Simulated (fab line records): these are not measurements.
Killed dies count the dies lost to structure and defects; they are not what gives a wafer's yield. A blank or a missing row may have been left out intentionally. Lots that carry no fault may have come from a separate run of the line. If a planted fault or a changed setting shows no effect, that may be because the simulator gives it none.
fab line records + flow n5-finfet + part 3 of 3: steps 5 to 6 of 6
[record]
- lots = 16
- wafers = 48
- last-day = 18
route steps=1938 shown BEOL_M15@1818 MIM_TOP_ETCH@1852 MIM_BOT_LITHO@1863
lots that met no fault: taken from a fault-free run of the same line
start-h: start of the lot's first displayed wafer, in hours after the record's first day + wait-h: hours from the lot's prior step to this one + " identical to the entry in the row above + L1.1+2: one row covering several wafers at once + - no value present, or no start provided + * or withheld: withheld + < > ~ a bound
route shown NAME@n: names a module that has steps shown in the file, with the first one's number in the route + usual: average and standard deviation across the fault-free wafers + same: alike in all rows + chamber/n: place in a boat + sites: each site's reading + _std_site: their standard deviation + _edge_site: mean of outer sites minus mean of inner sites + radius-mm: how far each site lies from the wafer's centre + mask NAME#n: copy n + behind: the most recent tool/chamber to have shaped the wafer + hold: why the lot was held/for how many hours/how that ended + device: whichever transistor did not switch (one of n, p or np) + end of line: the route-end tests of the same wafers + for a step that has no rows: nothing shown but its recipe + killed: at the first sort, the dies lost to defects and structure; wafer yield is something else + map: the dies of a wafer, with x for killed, . for not killed, _ for no die there
set.NAME: setting as actually run; set.NAME@STEP: the setting as run at that earlier step + model.NAME: the simulator's own value behind a step, which no gauge read
steps of the route over a sample of lots; a table a step, a row a wafer
services: a tool's chamber out of use, with start hour (start-h, from the record's first day; less than 0 if before it), hours out, and reason
[[steps]]
[step N5_MIM_TOP_ETCH_STRIP_01]
[recipe]
- chemistry = O2
- power-w = 600
- temp-c = 60
- pressure-mtorr = 30
- rf-frequency-hz = 6e+07
- bias-power-w = 0
- overash-fraction = 0.5
- o2-flow-sccm = 225
[usual]
- drypump-motor-current-A = 5.4/0.33
- oes-product-au = 0.81/0.078
- rf-vpp-V = 3.7/1.3
- showerhead-plenum-p-Torr = 2.10/0.079
- temp-c = 59.99/0.13
- throttle-valve-pct = 16.65/0.2
| lot.wafer | tool        | chamber | start-h | wait-h | drypump-motor-current-A | oes-product-au | rf-hours-counter-h | rf-vpp-V | showerhead-plenum-p-Torr | temp-c | throttle-valve-pct |
|-----------|-------------|---------|---------|--------|-------------------------|----------------|--------------------|----------|--------------------------|--------|--------------------|
| L074.1    | rie-diel-04 | 2       | 271.51  | 0.1    | 5.8                     | 0.94           | 15                 | 5.1      | 2.23                     | 60.05  | 16.64              |
| L074.4    | "           | 1       | "       | "      | 5.1                     | 0.74           | 165                | 4.4      | 2.10                     | 60.11  | 16.48              |
| L074.5    | "           | 2       | "       | "      | 5.8                     | 0.93           | -                  | 3.5      | 2.23                     | 60.11  | 16.64              |
| L077.2    | rie-diel-04 | 2       | 291.33  | 0.2    | 5.9                     | 0.92           | 21                 | 3.4      | 2.23                     | 60.11  | 16.69              |
| L077.5    | "           | 1       | "       | "      | 5.2                     | 0.72           | -                  | 3.8      | 2.10                     | 60.06  | 16.51              |
| L077.6    | "           | 2       | "       | "      | 5.8                     | 0.92           | -                  | 4.9      | 2.23                     | 60.13  | 16.63              |
| L076.1    | rie-diel-02 | 3       | 292.26  | 0.1    | 5.2                     | 0.67           | 240                | 2.3      | 2.06                     | 59.82  | 16.58              |
| L076.4    | "           | 1       | "       | "      | 5.8                     | 0.93           | 9                  | 3.6      | 2.14                     | 60.09  | 16.20              |
| L076.5    | "           | 2       | "       | "      | 6.0                     | 0.71           | -                  | 4.8      | 2.07                     | 59.89  | 16.79              |
| L080.2    | rie-diel-02 | 3       | 308.20  | 0.2    | 5.2                     | 0.66           | 245                | 1.5      | 2.06                     | 60.18  | 16.59              |
| L080.3    | "           | 1       | "       | "      | 5.8                     | 0.93           | 13                 | 4.5      | 2.14                     | 60.21  | 16.29              |
| L080.4    | "           | 0       | "       | "      | 5.4                     | 0.75           | 142                | 6.1      | 2.02                     | 60.13  | 16.70              |
| L081.4    | rie-diel-04 | 3       | 319.55  | 0.1    | 5.6                     | 0.83           | 96                 | 3.7      | 2.03                     | 59.90  | 16.37              |
| L081.5    | "           | 3       | "       | "      | 5.6                     | 0.83           | -                  | 1.9      | 2.03                     | 60.03  | 16.43              |
| L081.6    | "           | 2       | "       | "      | 5.8                     | 0.91           | -                  | 2.8      | 2.23                     | 59.93  | 16.69              |
| L082.2    | rie-diel-04 | 1       | 328.55  | 0.2    | 5.1                     | 0.73           | 181                | 3.0      | 2.09                     | 60.00  | 16.52              |
| L082.4    | "           | 2       | "       | "      | 5.9                     | 0.90           | 30                 | 2.3      | 2.23                     | 60.01  | 16.69              |
| L082.5    | "           | 2       | "       | "      | 5.8                     | 0.91           | -                  | 2.5      | 2.23                     | 59.96  | 16.67              |
| L083.1    | rie-diel-06 | 1       | 347.55  | 0.1    | 4.9                     | 0.72           | 192                | 2.3      | 2.17                     | 59.92  | 16.95              |
| L083.2    | "           | 3       | "       | "      | 5.9                     | 0.87           | 57                 | 5.0      | 2.04                     | 60.05  | 16.63              |
| L083.3    | "           | 0       | "       | "      | 5.3                     | 0.70           | 199                | 2.1      | 2.08                     | 59.97  | 17.10              |
| L085.1    | rie-diel-06 | 3       | 373.99  | 0.1    | 5.9                     | 0.86           | 67                 | 2.3      | 2.03                     | 59.92  | 16.60              |
| L085.5    | "           | 2       | "       | "      | 5.4                     | 0.85           | -                  | 1.9      | 2.23                     | 60.03  | 16.66              |
| L085.6    | "           | 1       | "       | "      | 4.9                     | 0.71           | -                  | 3.8      | 2.17                     | 60.09  | 16.96              |
| L089.1    | rie-diel-04 | 0       | 376.92  | 0.2    | 5.2                     | 0.86           | 58                 | 5.9      | 2.04                     | 59.87  | 16.80              |
| L089.5    | "           | 0       | "       | "      | 5.2                     | 0.88           | -                  | 4.3      | 2.04                     | 59.82  | 16.76              |
| L089.6    | "           | 3       | "       | "      | 5.6                     | 0.80           | -                  | 1.6      | 2.03                     | 60.35  | 16.41              |
| L093.1    | rie-diel-04 | 1       | 391.74  | 0.1    | 5.2                     | 0.72           | 201                | 5.3      | 2.09                     | 60.05  | 16.59              |
| L093.3    | "           | 0       | "       | "      | 5.1                     | 0.87           | 63                 | 4.5      | 2.03                     | 59.87  | 16.81              |
| L093.6    | "           | 1       | "       | "      | 5.1                     | 0.71           | -                  | 3.2      | 2.09                     | 59.96  | 16.58              |
| L090.1    | rie-diel-04 | 1       | 396.28  | 0.1    | 5.2                     | 0.70           | 202                | 4.3      | 2.09                     | 60.03  | 16.52              |
| L090.4    | "           | 0       | "       | "      | 5.0                     | 0.85           | 65                 | 3.1      | 2.03                     | 59.69  | 16.73              |
| L090.6    | "           | 1       | "       | "      | 5.2                     | 0.70           | -                  | 4.4      | 2.09                     | 59.96  | 16.51              |
| L091.2    | rie-diel-04 | 1       | 405.87  | 0.1    | 5.2                     | 0.71           | 206                | 2.4      | 2.08                     | 60.06  | 16.55              |
| L091.3    | "           | 0       | "       | "      | 5.1                     | 0.86           | 68                 | 2.6      | 2.03                     | 59.96  | 16.80              |
| L091.6    | "           | 1       | "       | "      | 5.2                     | 0.70           | -                  | 5.7      | 2.09                     | 60.03  | 16.55              |
| L094.1    | rie-diel-06 | 3       | 409.33  | 0.1    | 5.9                     | 0.82           | 78                 | 5.7      | 2.03                     | 60.02  | 16.62              |
| L094.2    | "           | 2       | "       | "      | 5.4                     | 0.86           | 52                 | 3.3      | 2.22                     | 60.00  | 16.59              |
| L094.5    | "           | 1       | "       | "      | 4.9                     | 0.72           | -                  | 3.2      | 2.16                     | 60.18  | 16.96              |
| L092.3    | rie-diel-06 | 3       | 411.66  | 0.1    | 5.9                     | 0.84           | 78                 | 4.7      | 2.03                     | 60.23  | 16.67              |
| L092.4    | "           | 1       | "       | "      | 4.9                     | 0.70           | 214                | 3.5      | 2.17                     | 59.82  | 16.97              |
| L092.5    | "           | 2       | "       | "      | 5.4                     | 0.86           | -                  | 5.0      | 2.22                     | 60.09  | 16.65              |
| L095.2    | rie-diel-06 | 0       | 412.30  | 0.1    | 5.3                     | 0.72           | 214                | 3.5      | 2.08                     | 60.07  | 17.17              |
| L095.3    | "           | 1       | "       | "      | 4.9                     | 0.74           | 214                | 1.9      | 2.17                     | 60.04  | 16.99              |
| L095.6    | "           | 2       | "       | "      | 5.4                     | 0.86           | -                  | 4.9      | 2.22                     | 59.82  | 16.65              |
| L097.1    | rie-diel-04 | 0       | 418.82  | 0.1    | 5.1                     | 0.84           | 72                 | 2.5      | 2.03                     | 59.82  | 16.81              |
| L097.3    | "           | 2       | "       | "      | 5.8                     | 0.85           | 60                 | 4.1      | 2.22                     | 59.93  | 16.75              |
| L097.4    | "           | 3       | "       | "      | 5.7                     | 0.79           | 128                | 2.7      | 2.02                     | 59.94  | 16.44              |
[step N5_MIM_BOT_LITHO_OVL_MEAS_11]
[recipe]
- points-per-wafer = 44
[usual]
- MIM_BOT_OVL = 2/4.5
| lot.wafer | tool       | chamber | start-h | wait-h | MIM_BOT_OVL[nm] |
|-----------|------------|---------|---------|--------|-----------------|
| L074.1    | overlay-02 | 0       | 272.09  | 0.0    | 3               |
| L074.4    | "          | 0       | "       | "      | 1               |
| L074.5    | "          | 0       | "       | "      | 4               |
| L077.2    | overlay-02 | 0       | 291.90  | 0.0    | -4              |
| L077.5    | "          | 0       | "       | "      | -2              |
| L077.6    | "          | 0       | "       | "      | -1              |
| L076.1    | overlay-02 | 0       | 292.86  | 0.0    | 7               |
| L076.4    | "          | 0       | "       | "      | 13              |
| L076.5    | "          | 0       | "       | "      | 3               |
| L080.2    | overlay-01 | 0       | 308.65  | 0.0    | -9              |
| L080.3    | "          | 0       | "       | "      | 1               |
| L080.4    | "          | 0       | "       | "      | 6               |
| L081.4    | overlay-02 | 0       | 320.02  | 0.0    | -4              |
| L081.5    | "          | 0       | "       | "      | 4               |
| L081.6    | "          | 0       | "       | "      | 1               |
| L082.2    | overlay-01 | 0       | 329.13  | 0.0    | 5               |
| L082.4    | "          | 0       | "       | "      | 7               |
| L082.5    | "          | 0       | "       | "      | 1               |
| L083.1    | overlay-02 | 0       | 348.15  | 0.0    | -4              |
| L083.2    | "          | 0       | "       | "      | -8              |
| L083.3    | "          | 0       | "       | "      | -1              |
| L085.1    | overlay-01 | 0       | 374.46  | 0.0    | 4               |
| L085.5    | "          | 0       | "       | "      | 4               |
| L085.6    | "          | 0       | "       | "      | 8               |
| L089.1    | overlay-01 | 0       | 377.37  | 0.0    | 1               |
| L089.5    | "          | 0       | "       | "      | 2               |
| L089.6    | "          | 0       | "       | "      | 4               |
| L093.1    | overlay-01 | 0       | 392.19  | 0.0    | 9               |
| L093.3    | "          | 0       | "       | "      | 10              |
| L093.6    | "          | 0       | "       | "      | 11              |
| L090.1    | overlay-02 | 0       | 396.74  | 0.0    | 2               |
| L090.4    | "          | 0       | "       | "      | 7               |
| L090.6    | "          | 0       | "       | "      | 4               |
| L091.2    | overlay-02 | 0       | 406.34  | 0.0    | 14              |
| L091.3    | "          | 0       | "       | "      | 1               |
| L091.6    | "          | 0       | "       | "      | 7               |
| L094.1    | overlay-02 | 0       | 409.79  | 0.0    | -2              |
| L094.2    | "          | 0       | "       | "      | -6              |
| L094.5    | "          | 0       | "       | "      | 7               |
| L092.3    | overlay-01 | 0       | 412.11  | 0.0    | -5              |
| L092.4    | "          | 0       | "       | "      | 0               |
| L092.5    | "          | 0       | "       | "      | -3              |
| L095.2    | overlay-01 | 0       | 412.75  | 0.0    | 2               |
| L095.3    | "          | 0       | "       | "      | 1               |
| L095.6    | "          | 0       | "       | "      | -3              |
| L097.1    | overlay-01 | 0       | 419.27  | 0.0    | 1               |
| L097.3    | "          | 0       | "       | "      | 3               |
| L097.4    | "          | 0       | "       | "      | -1              |
[[services]]
| tool           | chamber | start-h | hours | kind                          |
|----------------|---------|---------|-------|-------------------------------|
| rie-diel-02    | 1       | 242.96  | -     | clean                         |
| rie-diel-02    | 1       | 242.96  | -     | consumable-replace:focus-ring |
| rie-diel-02    | 1       | 242.96  | 20.4  | scheduled-down                |
| rie-diel-02    | 1       | 242.96  | 20.4  | vent-cycle                    |
| rie-diel-06    | 2       | 250.86  | 1.7   | repair                        |
| rie-diel-02    | -       | 260.37  | 0.3   | repair                        |
| rie-diel-06    | 2       | 282.66  | 7.5   | repair                        |
| rie-diel-02    | 3       | 329.50  | -     | clean                         |
| rie-diel-02    | 3       | 329.50  | -     | consumable-replace:focus-ring |
| rie-diel-02    | 3       | 329.50  | 18.3  | scheduled-down                |
| rie-diel-02    | 3       | 329.50  | 18.3  | vent-cycle                    |
| pvd-sputter-01 | -       | 330.10  | 7.7   | repair                        |
| pvd-sputter-01 | -       | 346.44  | 2.5   | repair                        |
| rie-diel-02    | 1       | 348.12  | 7.7   | repair                        |
| rie-diel-02    | 2       | 349.12  | 38.4  | repair                        |
| rie-diel-02    | 3       | 363.86  | 10.7  | repair                        |
| rie-diel-06    | 0       | 365.39  | 13.1  | repair                        |
| rie-diel-04    | 1       | 375.90  | 4.3   | repair                        |
| pvd-sputter-03 | -       | 379.22  | 3.8   | repair                        |
| pvd-sputter-02 | -       | 400.94  | 2.9   | repair                        |
